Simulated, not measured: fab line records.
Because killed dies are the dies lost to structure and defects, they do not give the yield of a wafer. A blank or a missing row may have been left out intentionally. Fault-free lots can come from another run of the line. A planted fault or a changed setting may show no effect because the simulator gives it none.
Lot-split experiment | flow n5Finfet | route with 1938 steps; 7 lots, 21 wafers read

## THE SPLIT ITSELF
At N5_BEOL_M14_TRENCH_ETCH_34 (etches SiO2 in C4F8/O2/Ar, target depth 556.65 nm, time 126.9 s), the setting biasW was moved away from the recipe's 2040 W on 5 of the 21 wafers read, by -17.3% to -9.6%. For the rest of the wafers, this setting stayed at what the recipe calls for.

The reading is taken at the split's own step.

## THE READING
rfVppV, in V, at N5_BEOL_M14_TRENCH_ETCH_34 (etches SiO2 in C4F8/O2/Ar, target depth 556.65 nm, time 126.9 s). Fault-free wafers of this fab line usually give 2187 V, standard deviation 51 V.

wafer  | tool, chamber at the split | biasW as run, W | against the recipe | rfVppV, V | against lot-mates on the recipe
L077.4 | rieDiel-02, 0              | 2040            | recipe             | 2121      | -
L077.5 | rieDiel-02, 3              | 2040            | recipe             | 2160      | -
L077.6 | rieDiel-02, 2              | 2040            | recipe             | 2124      | -
L084.1 | rieDiel-02, 1              | 1844            | -9.6%              | 2111      | -30
L084.5 | rieDiel-02, 2              | 2040            | recipe             | 2125      | -
L084.6 | rieDiel-02, 0              | 2040            | recipe             | 2156      | -
L087.1 | rieDiel-02, 2              | 1687            | -17.3%             | 1854      | -306
L087.3 | rieDiel-02, 3              | 2040            | recipe             | 2160      | -
L087.5 | rieDiel-02, 2              | 1687            | -17.3%             | 1854      | -306
L085.1 | rieDiel-04, 0              | 2040            | recipe             | 2236      | -
L085.3 | rieDiel-04, 2              | 2040            | recipe             | 2164      | -
L085.6 | rieDiel-04, 2              | 2040            | recipe             | 2165      | -
L091.1 | rieDiel-05, 0              | 1687            | -17.3%             | 1823      | -393
L091.2 | rieDiel-05, 2              | 2040            | recipe             | 2216      | -
L091.4 | rieDiel-05, 1              | 1687            | -17.3%             | 1940      | -276
L093.2 | rieDiel-05, 1              | 2040            | recipe             | 2219      | -
L093.3 | rieDiel-05, 2              | 2040            | recipe             | 2215      | -
L093.4 | rieDiel-05, 0              | 2040            | recipe             | 2087      | -
L090.1 | rieDiel-02, 1              | 2040            | recipe             | 2265      | -
L090.2 | rieDiel-02, 3              | 2040            | recipe             | 2159      | -
L090.3 | rieDiel-02, 2              | 2040            | recipe             | 2124      | -

THE FIT
A straight line over all 21 wafers: rfVppV changes by +16.7 V for each +1% of biasW; r = +0.91; the points scatter about the line by 54 V.
The same after taking each lot's own level away (the mean of its wafers on the recipe; 21 wafers): +17.6 V for each +1%; r = +0.92; scatter 54 V.
The reading moves by 3.1e+02 V for the largest change in biasW, on that fit.
The span of the lots' own levels, 2135.0 to 2216.0 V, comes to 1.6 times the standard deviation stated above.
Hence the lot-to-lot level has little effect on the slope; both slopes agree.
Check: with one of the wafers moved furthest among these (-17.3%) left out of the fit, the line predicts -300 V for it against its lot-mates. Against them it came out at -306 V.
Tool readings at the split's step, against how far the setting was moved: rfVppV r = +0.91.

## THESE WAFERS: OTHER SPLITS
Before the reading, these wafers also passed through other splits. Each is held against what the fit with the lots' levels taken away leaves over:
other split on the same wafers | wafers away from the commonest value | r with rfVppV (lot level and that fit taken away)
N5_BEOL_M14_PEB_26 pebTempC    | 8                                    | -0.01

## FILE'S OWN FIT
rfVppV changes by +16.4 V for each +1% of biasW, r = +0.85.
